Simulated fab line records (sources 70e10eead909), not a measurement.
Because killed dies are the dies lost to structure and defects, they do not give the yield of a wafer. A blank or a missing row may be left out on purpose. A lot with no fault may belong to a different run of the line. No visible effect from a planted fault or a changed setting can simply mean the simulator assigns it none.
One fault through the eyes of 2 desks | flow nand_harc | each desk holds nothing but its own numbers, with what lay behind them at the end

THE DEFECT DESK
What the inspections along the route counted, lot by lot: means of the sampled wafers that have a number. Marked OUT: a lot whose mean sits more than 4 standard deviations from the usual mean, which makes it out of limits; the brackets give that distance.
Columns: A = raw_defect_count at NHARC_P_CONTACT_INSPECT_27, usual 303; B = raw_defect_count at NHARC_P_M0_INSPECT_11, usual 4.0; C = raw_defect_count at NHARC_P_M0_INSPECT_27, usual 294
lot  | first seen here | A   | B   | C
L861 | day 6 09:28     | 221 | 2.3 | 186
L862 | day 6 10:27     | 206 | 4.3 | 300
L869 | day 7 19:55     | 448 | 1.3 | 351
L875 | day 9 11:55     | 447 | 4.0 | 248
L877 | day 9 22:07     | 215 | 4.3 | 593
This desk's finding: nothing out of limits on any of the 5 lots.

METROLOGY DESK
Lot by lot, what the gauges showed, no matter which tool ran the lot: averages of those sampled wafers that carry a number. Marked OUT: a lot whose mean sits more than 4 standard deviations from the usual mean, which makes it out of limits; the brackets give that distance.
Columns: A = cd_nm at NHARC_P_M0_CD_MEAS_09, usual 90.0 nm; B = overlay_x_nm at NHARC_P_M0_OVL_MEAS_10, usual -0.3 nm; C = overlay_y_nm at NHARC_P_M0_OVL_MEAS_10, usual 0.0 nm; D = cd_nm at NHARC_P_M0_CD_MEAS_16, usual 90.0 nm; E = thk_nm at NHARC_P_M0_THK_MEAS_24, usual 117.5 nm
lot  | first seen here | A    | B    | C    | D    | E
L861 | day 6 10:15     | 89.2 | -1.4 | 0.1  | 88.5 | 116.6
L862 | day 6 11:21     | 89.3 | -1.3 | 0.3  | 89.3 | 116.0
L869 | day 7 20:49     | 90.8 | -0.8 | 0.4  | 90.3 | 118.3
L875 | day 9 13:02     | 90.0 | -1.2 | 2.0  | 90.1 | 117.1
L877 | day 9 22:53     | 90.5 | -0.1 | -0.0 | 90.3 | 115.9
This desk's finding: nothing out of limits on any of the 5 lots.

ALL TOGETHER
The defect desk saw nothing out of limits.
Nothing out of limits was seen by the metrology desk.

WHAT THE SIMULATOR PUT IN
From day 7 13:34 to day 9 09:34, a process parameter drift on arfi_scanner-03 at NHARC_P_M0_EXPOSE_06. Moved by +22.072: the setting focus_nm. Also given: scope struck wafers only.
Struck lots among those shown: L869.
